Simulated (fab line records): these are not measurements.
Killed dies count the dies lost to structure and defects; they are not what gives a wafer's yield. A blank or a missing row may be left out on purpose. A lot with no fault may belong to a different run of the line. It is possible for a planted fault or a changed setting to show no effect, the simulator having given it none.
fab line records | flow n5-finfet
record lots=4 | wafers=12 | last-day=16
route steps=1938 shown STI_FIN_REVEAL@203 DUMMY_GATE@212 SDB@375 PASSIVATION@1936
lots with no fault: from the same line, run without faults
start-h: start of the lot's first displayed wafer, in hours after the record's first day | wait-h: hours from the lot's prior step to this one | " repeats the value in the row above | L1.1+2: a single row standing in for several wafers | - value missing, or start not given | * or withheld: withheld | < > ~ a bound
route shown NAME@n: NAME is a module with steps in the file, n the number in the route of the first one | usual: mean/standard deviation taken from wafers without a fault | same: alike in all rows | chamber/n: place in a boat | sites: readings site by site | _std_site: the standard deviation of these | _edge_site: the outer-site mean with the inner-site mean subtracted | radius-mm: how far each site lies from the wafer's centre | mask NAME#n: copy n | behind: tool/chamber where the wafer was last shaped | hold: what put the lot on hold/how long, in hours/how the hold closed | device: the n, p or np transistor that did not switch | end of line: the route-end tests of the same wafers | where a step has no rows: the recipe by itself | killed: at the first sort, the dies lost to defects and structure; wafer yield is something else | map: the dies of a wafer, with x for killed, . for not killed, _ for no die there
set.NAME: the setting as run; set.NAME@STEP: as run at that earlier step | model.NAME: the simulator's own value behind a step, which no gauge read
lots seen at some steps along the route; tables by step, rows by wafer
services: when a tool's chamber went out of use (start-h, in hours from the record's first day, below 0 if earlier), for how many hours, and the reason
## steps
# step N5_STI_FIN_REVEAL_SRD_21
# recipe dry=ipa-marangoni | time-s=30 | temp-c=23 | rinse-liquid=diw
# step N5_STI_FIN_REVEAL_OXIDATION_33
# recipe chemistry=O2_PLASMA_REMOTE | temp-c=150 | time-s=20 | pressure-mtorr=1000 | source-power-w=2000 | o2-flow-sccm=3000
# step N5_STI_FIN_REVEAL_CLEAN_19
# recipe chemistry=O3/DIW | temp-c=25 | time-s=120 | o3-ppm=10
# step N5_STI_FIN_REVEAL_SRD_23
# recipe dry=ipa-marangoni | time-s=30 | temp-c=23 | rinse-liquid=diw
# step N5_STI_FIN_REVEAL_PRECLEAN_18
# recipe chemistry=SC2 | time-s=45 | temp-c=35 | mix=1:1:50
# step N5_STI_FIN_REVEAL_SRD_28
# recipe dry=ipa-marangoni | time-s=30 | temp-c=23 | rinse-liquid=diw
# step N5_DUMMY_GATE_PRECLEAN_00
# recipe chemistry=O3/DIW | time-s=60 | temp-c=22 | o3-ppm=10
# step N5_DUMMY_GATE_SRD_01
# recipe time-s=30 | temp-c=23 | rinse-liquid=diw | dry=ipa-marangoni
# step N5_DUMMY_GATE_ALD_02
# recipe material=SiO2 | target-thk-a=20 | temp-c=300 | ald-precursor-family=BDEAS | ald-co-reactant=O2-plasma | pulse-time-s=1 | pressure-torr=2
# step N5_DUMMY_GATE_CVD_03
# recipe material=a-Si | target-thk-a=1500 | temp-c=530 | precursor=SiH4 | time-s=8042
lot.wafer  | tool     | chamber          | start-h | wait-h
L469.1+4+5 | lpcvd-01 | 0/65,0/79,0/84   | 61.37   | 0.1
L475.1+3+5 | lpcvd-01 | 0/40,0/50,0/59   | 99.49   | 0.1
L477.2+3+5 | lpcvd-01 | 1/95,1/100,1/109 | 111.64  | 0.1
L479.2+5+6 | lpcvd-02 | 1/70,1/84,1/89   | 120.62  | 0.1
# step N5_DUMMY_GATE_PRECLEAN_46
# recipe chemistry=DIW | time-s=89.5 | temp-c=23
# step N5_DUMMY_GATE_SRD_47
# recipe dry-time-s=32 | dry=n2-spin | spin-rpm=1500
# step N5_DUMMY_GATE_CMP_04
# recipe material=a-Si | post-cmp-clean=alkaline-brush
# step N5_DUMMY_GATE_THK_MEAS_05
# usual thk-nm=72.2/1.1
lot.wafer | tool          | chamber | start-h | wait-h | thk-nm
L469.1    | film-metro-01 | -       | 65.35   | 0.2    | 71.4
L469.4    | "             | -       | "       | "      | 71.1
L469.5    | "             | -       | "       | "      | 71.6
L475.1    | film-metro-02 | -       | 105.29  | 0.2    | 55.8
L475.3    | "             | -       | "       | "      | 57.1
L475.5    | "             | -       | "       | "      | 54.6
L477.2    | film-metro-01 | -       | 115.63  | 0.1    | 56.0
L477.3    | "             | -       | "       | "      | 56.7
L477.5    | "             | -       | "       | "      | 54.5
L479.2    | film-metro-01 | -       | 124.60  | 0.2    | 71.8
L479.5    | "             | -       | "       | "      | 73.2
L479.6    | "             | -       | "       | "      | 73.0
# step N5_DUMMY_GATE_HM_DEP_06
# recipe material=SiNx | target-thk-a=800 | precursor=DCS/NH3 | temp-c=700 | pressure-mtorr=300 | time-s=5141
# step N5_DUMMY_GATE_PECVD_30
# recipe material=SiO2 | target-thk-a=550 | temp-c=400 | precursor=TEOS/O2 | pressure-torr=6.5 | rf-w=withheld | teos-flow-sccm=withheld | gas=O2 | flow-sccm=2650 | time-s=10.8
# step N5_DUMMY_GATE_COAT_34
# recipe resist=SOC | temp-c=250 | time-s=60 | spin-rpm=1500 | resist-thk-nm=60
# step N5_DUMMY_GATE_COAT_35
# recipe resist=SiARC | temp-c=220 | time-s=60 | spin-rpm=1500 | resist-thk-nm=10
# step N5_DUMMY_GATE_COAT_28
# recipe resist=underlayer | temp-c=205 | time-s=60 | spin-rpm=1500 | resist-thk-nm=10
# step N5_DUMMY_GATE_COAT_09
# recipe resist=CAR-EUV | spin-rpm=1500 | resist-thk-nm=30
# step N5_DUMMY_GATE_EBR_11
# recipe solvent=PGMEA | ebr-width-mm=1.5
# step N5_DUMMY_GATE_SOFTBAKE_10
# recipe temp-c=110 | time-s=60 | resist=CAR-EUV
# step N5_DUMMY_GATE_EXPOSE_12
# recipe mask-id=GATE | na=0.33 | source-shape=annular | sigma-inner=0.2 | sigma-outer=0.6 | polarization=unpolarized | target-cd-nm=25 | dose-mj=34
# step N5_DUMMY_GATE_PEB_13
# recipe peb-temp-c=100 | peb-time-s=60 | resist=CAR-EUV
# step N5_DUMMY_GATE_DEVELOP_14
# recipe develop-time-s=30 | developer=TMAH | resist=CAR-EUV | rinse-liquid=surfactant-rinse | dry=air-spin | dev-temp-c=23
# step N5_DUMMY_GATE_DESCUM_20
# recipe chemistry=O2 | time-s=6.2 | source-power-w=50 | bias-power-w=20 | pressure-mtorr=20 | rf-frequency-hz=2.712e+07 | temp-c=40 | resist=CAR-EUV | o2-flow-sccm=225
# step N5_DUMMY_GATE_ETCH_29
# recipe chemistry=N2/H2 | target=underlayer | target-depth-a=130 | ion-energy-ev=200 | pressure-mtorr=30 | source-w=840 | bias-w=150 | n2-flow-sccm=200 | h2-flow-sccm=200
# step N5_DUMMY_GATE_ETCH_36
# recipe chemistry=CF4 | target=SiARC | target-depth-a=130 | pressure-mtorr=40 | source-w=545 | bias-w=36 | Ar_flow_sccm=100 | cf4-flow-sccm=100 | ion-energy-ev=80
# step N5_DUMMY_GATE_ETCH_37
# recipe chemistry=N2/H2 | target=SOC | target-depth-a=600 | overetch-a=300 | temp-c=40 | ion-energy-ev=200 | pressure-mtorr=30 | source-w=840 | bias-w=150 | n2-flow-sccm=200 | h2-flow-sccm=200
# step N5_DUMMY_GATE_STRIP_38
# recipe chemistry=N2/H2 | temp-c=40 | n2-flow-sccm=200 | h2-flow-sccm=200 | rf-frequency-hz=6e+07
# step N5_DUMMY_GATE_STRIP_39
# recipe chemistry=N2/H2 | temp-c=40 | n2-flow-sccm=200 | h2-flow-sccm=200 | rf-frequency-hz=6e+07
# step N5_DUMMY_GATE_TRIM_49
# recipe chemistry=O2 | resist=SOC | time-s=29 | target-cd-nm=14 | source-power-w=300 | bias-power-w=0 | O2_flow_sccm=100 | temp-c=20
# step N5_DUMMY_GATE_STRIP_40
# recipe chemistry=CF4 | resist=SiARC | power-w=300 | bias-power-w=75 | pressure-mtorr=50 | cf4-flow-sccm=150 | rf-frequency-hz=6e+07
# step N5_DUMMY_GATE_ETCH_31
# recipe chemistry=C4F6/O2 | target=SiO2 | mask-material=SOC | target-depth-a=825 | time-s=27.5 | ion-energy-ev=250 | pressure-mtorr=30 | source-w=345 | bias-w=185 | Ar_flow_sccm=300 | C4F6_flow_sccm=10 | O2_flow_sccm=10
# step N5_DUMMY_GATE_STRIP_41
# recipe chemistry=O2 | power-w=400 | temp-c=40 | pressure-mtorr=30 | rf-frequency-hz=6e+07 | bias-power-w=0 | overash-fraction=0.3 | o2-flow-sccm=225
# step N5_DUMMY_GATE_ETCH_44
# recipe chemistry=HBr/O2 | over-etch-frac=0.7 | target-depth-a=1275 | stop-on=SiO2 | ion-energy-ev=60 | bias-w=20 | target=poly-Si | mask-material=SiO2 | pressure-mtorr=20 | icp-w=400 | HBr_flow_sccm=120 | O2_flow_sccm=10
# usual O2_flow_sccm=10.00/0.033 | drypump-motor-current-A=5.9/0.41 | oes-product-au=0.725/0.015 | throttle-valve-pct=18.46/0.17
lot.wafer | tool      | chamber | start-h | wait-h | O2_flow_sccm | drypump-motor-current-A | oes-product-au | rf-hours-counter-h | throttle-valve-pct
L469.1    | rie-si-01 | 2       | 70.63   | 0.0    | 10.02        | 6.2                     | 0.708          | 195                | 18.65
L469.4    | "         | 3       | "       | "      | 10.02        | 6.5                     | 0.701          | 73                 | 18.65
L469.5    | "         | 2       | "       | "      | 10.01        | 6.2                     | 0.718          | -                  | 18.65
L475.1    | rie-si-02 | 2       | 110.62  | 0.0    | 9.95         | 5.2                     | 0.628          | 153                | 18.46
L475.3    | "         | 0       | "       | "      | 9.95         | 6.0                     | 0.675          | 18                 | 18.43
L475.5    | "         | 0       | "       | "      | 10.01        | 6.0                     | 0.666          | -                  | 18.43
L477.2    | rie-si-02 | 3       | 121.20  | 0.0    | 10.05        | 6.1                     | 0.663          | 104                | 18.42
L477.3    | "         | 1       | "       | "      | 10.00        | 6.1                     | 0.658          | 21                 | 18.13
L477.5    | "         | 3       | "       | "      | 10.00        | 6.1                     | 0.652          | -                  | 18.43
L479.2    | rie-si-01 | 0       | 129.99  | 0.0    | 10.00        | 5.4                     | 0.737          | 39                 | 18.64
L479.5    | "         | 3       | "       | "      | 10.06        | 6.5                     | 0.720          | -                  | 18.67
L479.6    | "         | 0       | "       | "      | 9.97         | 5.4                     | 0.728          | -                  | 18.63
# step N5_SDB_THK_MEAS_31
# recipe reads=a-Si_of_DUMMY_GATE_CVD_03
# usual SDB_THK=64.4/1.1
lot.wafer | tool          | chamber | start-h | wait-h | SDB_THK[nm]
L469.1    | film-metro-01 | -       | 92.54   | -      | 63.7
L469.4    | "             | -       | "       | "      | 63.3
L469.5    | "             | -       | "       | "      | 63.9
L475.1    | film-metro-02 | -       | 134.93  | -      | 48.0
L475.3    | "             | -       | "       | "      | 49.4
L475.5    | "             | -       | "       | "      | 46.8
L477.2    | film-metro-02 | -       | 145.63  | -      | 48.2
L477.3    | "             | -       | "       | "      | 49.0
L477.5    | "             | -       | "       | "      | 46.6
L479.2    | film-metro-01 | -       | 152.54  | -      | 64.0
L479.5    | "             | -       | "       | "      | 65.5
L479.6    | "             | -       | "       | "      | 65.2
# step N5_PASSIVATION_PROBE_49
# usual killed_at_M0_to_M3=31/11 | killed_at_M4_up=14/5.1 | killed-at-contacts=12/5.6 | killed-at-front-end=42/12 | killed-at-other=3.8/2.9 | killed-dies=103/18 | killed-open=67/14 | killed-short=33/8
# same gross-dies=1180 | killed-at-back-side=0
lot.wafer | tool      | chamber | start-h | wait-h | killed_at_M0_to_M3 | killed_at_M4_up | killed-at-contacts | killed-at-front-end | killed-at-other | killed-dies | killed-open | killed-short
L469.5    | prober-02 | -       | 314.83  | 0.3    | 31                 | 10              | 10                 | 59                  | 2               | 112         | 69          | 40
L477.2    | prober-01 | -       | 364.30  | 0.1    | 15                 | 17              | 14                 | 52                  | 1               | 99          | 49          | 33
L477.3    | prober-01 | -       | 364.35  | 0.1    | 21                 | 14              | 18                 | 66                  | 0               | 119         | 81          | 26
L477.5    | prober-01 | -       | 364.45  | 0.2    | 32                 | 21              | 15                 | 62                  | 2               | 132         | 82          | 44
L475.1    | prober-02 | -       | 367.91  | 0.0    | 25                 | 14              | 15                 | 63                  | 1               | 118         | 65          | 45
L475.3    | prober-02 | -       | 368.01  | 0.1    | 26                 | 13              | 18                 | 28                  | 2               | 87          | 58          | 20
L475.5    | prober-02 | -       | 368.11  | 0.2    | 35                 | 11              | 12                 | 47                  | 5               | 110         | 76          | 20
# killed by level:class
L469.5 STI_FIN_REVEAL:geometric-particle:open=18 FIN_SAQP:geometric-particle:short=11 FIN_SAQP:geometric-particle:open=7 MOL_CONTACT_COAG:geometric-particle:open=7 BEOL_M0_SAQP:geometric-particle:short=7 BEOL_M3:geometric-particle:open=7 DUMMY_GATE:geometric-particle:open=6 BEOL_M0_SAQP:geometric-particle:open=5
L477.2 MOL_CONTACT_COAG:geometric-particle:open=11 DUMMY_GATE:area-cvd=11 FIN_SAQP:geometric-particle:short=7 FIN_SAQP:geometric-particle:open=6 HKMG_FIN:area-etch=6 GATE_CUT:geometric-particle:open=5 GATE_CUT:geometric-particle:short=5 BEOL_M4:geometric-particle:short=5
L477.3 MOL_CONTACT_COAG:geometric-particle:open=17 STI_FIN_REVEAL:geometric-particle:open=16 FIN_SAQP:geometric-particle:open=11 DUMMY_GATE:area-cvd=7 FIN_SAQP:geometric-particle:short=6 BEOL_M0_SAQP:geometric-particle:open=6 GATE_CUT:geometric-particle:short=5 STARTING-WAFER:geometric-particle:open=5
L477.5 STI_FIN_REVEAL:geometric-particle:open=27 MOL_CONTACT_COAG:geometric-particle:open=12 BEOL_M4:geometric-particle:open=9 BEOL_M0_SAQP:geometric-particle:short=8 FIN_SAQP:geometric-particle:short=7 STI_FIN_REVEAL:geometric-particle:short=6 BEOL_M1:geometric-particle:open=6 BEOL_M0_SAQP:geometric-particle:open=5
L475.1 FIN_SAQP:geometric-particle:open=17 FIN_SAQP:geometric-particle:short=16 MOL_CONTACT_COAG:geometric-particle:open=10 DUMMY_GATE:area-cvd=8 BEOL_M0_SAQP:geometric-particle:short=7 MOL_CONTACT_COAG:geometric-particle:short=5 BEOL_M0_SAQP:geometric-particle:open=5 DUMMY_GATE:geometric-particle:open=4
L475.3 MOL_CONTACT_COAG:geometric-particle:open=13 FIN_SAQP:geometric-particle:open=9 DUMMY_GATE:area-cvd=9 BEOL_M0_SAQP:geometric-particle:open=6 BEOL_M1:geometric-particle:open=6 BEOL_M4:geometric-particle:open=5 MOL_CONTACT_COAG:geometric-particle:short=5 BEOL_M0:geometric-particle:open=5
L475.5 DUMMY_GATE:area-cvd=14 MOL_CONTACT_COAG:geometric-particle:open=9 BEOL_M1:geometric-particle:open=9 FIN_SAQP:geometric-particle:open=7 DUMMY_GATE:geometric-particle:open=7 BEOL_M0_SAQP:geometric-particle:open=7 STI_FIN_REVEAL:geometric-particle:open=6 BEOL_M0:geometric-particle:open=5
## services
tool      | chamber | start-h | hours | kind
lpcvd-02  | -       | 64.92   | 6.1   | pm
rie-si-01 | 1       | 123.29  | 8.5   | repair
## key
first-sign step=N5_DUMMY_GATE_THK_MEAS_05 | reading=thk-nm | direction=down | sigmas=15 | usual=* | struck=*
effect step=N5_DUMMY_GATE_ETCH_44 | reading=oes-product-au | direction=down | sigmas=4.6 | usual=0.725 | struck=0.657
effect step=N5_SDB_THK_MEAS_31 | reading=SDB_THK | direction=down | sigmas=15 | usual=64.4 | struck=48.0
met-at N5_DUMMY_GATE_CVD_03
struck-wafers L475.1,L475.3,L475.5,L477.2,L477.3,L477.5
tester-left-out L475,L477
onset-between 61.37 99.49
fault kind=site-profile-drift | tool=lpcvd-01 | chamber=- | onset-h=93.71 | steps=N5_DUMMY_GATE_CVD_03 | basis=fraction | max-abs-drift=0.23623 | slope-share-per-hr=52.495 | site-pattern=0,0,0,0,0,-1,-1,-1,-1
# tester-left-out: of these lots the tester's yield and bins aren't shown, on N5 and GAA mostly nor the transistor test; their killed dies are dies lost to structure and defects alone, not to doping, threshold or leakage, so they don't give the yield
